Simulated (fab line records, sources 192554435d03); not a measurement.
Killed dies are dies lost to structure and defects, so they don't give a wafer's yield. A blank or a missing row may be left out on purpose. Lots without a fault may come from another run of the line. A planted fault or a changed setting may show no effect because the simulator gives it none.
Chamber matching | flow n5_finfet | N5_BEOL_M0_SAQP_MANDREL_ETCH_20 on rie_si-01: 4 sister chambers
The step etches a-Si in HBr/Cl2, stops on SiNx, target depth 60 nm, bt time 10 s, time 30 s. 4 wafers are shown with their chamber, then 12 later ones without.

WAFERS WITH THEIR CHAMBER
wafer  | chamber | drypump_motor_current_A (A)
L083.6 | 2       | 5.4
L090.1 | 1       | 5.6
L090.3 | 3       | 6.0
L090.4 | 0       | 5.0

WAFERS WITHOUT THEIR CHAMBER
wafer  | drypump_motor_current_A (A)
L094.1 | 5.0
L094.2 | 5.6
L094.4 | 6.0
L095.2 | 5.0
L095.4 | 5.6
L095.6 | 5.0
L097.4 | 5.5
L097.5 | 5.6
L097.6 | 5.0
L096.2 | 5.6
L096.3 | 5.5
L096.5 | 5.0

WHICH CHAMBER EACH WENT THROUGH
wafer  | from the rows above     | in truth
L094.1 | 0                       | 0
L094.2 | 1                       | 1
L094.4 | 3                       | 3
L095.2 | 0                       | 0
L095.4 | 1                       | 1
L095.6 | 0                       | 0
L097.4 | can't be placed: 1 or 2 | 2
L097.5 | 1                       | 1
L097.6 | 0                       | 0
L096.2 | 1                       | 1
L096.3 | can't be placed: 1 or 2 | 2
L096.5 | 0                       | 0
Placed correctly: 10 of 12. Can't be placed from these rows: 2 (the true chamber is among the candidates in 2). Placed wrongly: 0.
How it was worked out, from the rows above alone: a wafer's distance from a chamber is the root of the sum, over the readings, of the square of ((its reading less the chamber's mean) divided by the reading's scatter). The wafer belongs to the nearest chamber; if the next one is less than 2 further off, it can't be placed. A chamber's mean is the mean of its shown wafers. The scatter: with one shown wafer a chamber, the root of the mean of the squares of how far each hidden wafer lies from its nearest shown one.
